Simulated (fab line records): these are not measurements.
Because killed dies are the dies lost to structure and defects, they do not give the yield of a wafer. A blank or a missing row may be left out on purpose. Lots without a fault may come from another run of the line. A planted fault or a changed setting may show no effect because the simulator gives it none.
Problem report, 8D (eight disciplines) form, completed by code	flow nand_harc	the parts of the form that need people (team, actions taken, sign-off) are left out

== 1. WHAT IS WRONG ==
Wafers without a fault read 26, standard deviation 11; killed_at_array at NHARC_END_SORT_01 reads a mean of 86 on 4 wafers belonging to 2 lots. Measured from the usual mean, that is +5.5 standard deviations.
Seen first at day 25 15:17 on prober-01, wafer L416.1. The record has a number at this step for 6 wafers belonging to 2 lots. Rule for "out" (also "out of limits"): further than 4 standard deviations from the usual mean. Any other wafer with a number is counted as sound.

== 2. WHAT IT IS, AND WHAT IT ISN'T ==
question	is	is not
which readings at this step	killed_at_array, killed_dies	killed_at_other, killed_at_periphery, killed_open, killed_short
which lots	L416, L420	-
which wafers of those lots	L416.1, L416.5, L420.2, L420.4	L416.6, L420.5
read on which gauges	prober-01	-
when	from day 25 15:17	up to then (0 sound wafers); but 2 sound wafers of L416, L420 came after

== 3. SUSPECTS, AND WHAT RULES EACH OUT ==
Counting: if a tool at a process step up to the reading ran every lot that is out, it stays a suspect. Sound lots after the first of them don't rule it out here, since some wafers of a struck lot are sound.
- the gauge at NHARC_END_SORT_01: kept. All the wafers that are out were read on prober-01, and no step on other tools shows them out.
- har_cap_etch-02 at NHARC_A_CONTACT_ETCH_115 (etches the open film in C4F8/O2/Ar, time 94 s, target depth 922 nm): kept. It ran every lot that is out, first L416 (day 20 11:02).
- pvd_sputter-02 at NHARC_A_BONDPAD_PVD_17 (deposits TaN, target thk 5 nm, time 8.06 s): kept. It ran every lot that is out, first L416 (day 23 09:11). With no start given for some of its lots, NHARC_A_BONDPAD_PVD_17 uses the hours and lot order of NHARC_THIN_TSV_DEP_47.
- At NHARC_A_CONTACT_ETCH_115 on har_cap_etch-02, chamber 0 took the sound wafers of the same lots and chamber 1 took the wafers that are out.
Still standing after the count: har_cap_etch-02 at NHARC_A_CONTACT_ETCH_115, pvd_sputter-02 at NHARC_A_BONDPAD_PVD_17, prober-01 at NHARC_END_SORT_01.

== 4. THE CAUSE (what the simulator had put in) ==
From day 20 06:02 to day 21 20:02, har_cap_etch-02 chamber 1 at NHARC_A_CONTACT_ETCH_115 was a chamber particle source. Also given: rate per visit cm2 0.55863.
3 suspects survive the count, and this tool is in that group.

== 5. SEQUENCE OF EFFECTS, ordered by route ==
Rows list readings where the struck wafers' mean (over those with a number) sits beyond 3 standard deviations from the usual. Readings are gone through only where the record gives a usual standard deviation; hours: the median, over the lots, of the time from a lot's start at the first step in this table giving one to that lot's start at this step; sigmas: the change measured in usual standard deviations.
hours	step	reading	usual	on struck wafers	change	sigmas
0	NHARC_END_SORT_01	killed_at_array	26	86	+60	+5.5
0	NHARC_END_SORT_01	killed_dies	29	88	+59	+5.3

== 6. WHAT WOULD HAVE CAUGHT IT SOONER ==
In this record the first reading out of limits at a measuring or inspecting step was taken at day 25 15:17, 129 hours after the fault began at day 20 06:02.
Lots out: 2; all had begun NHARC_A_CONTACT_ETCH_115 on har_cap_etch-02 by day 25 15:17. Tool hold at that time: it would have spared none of them.
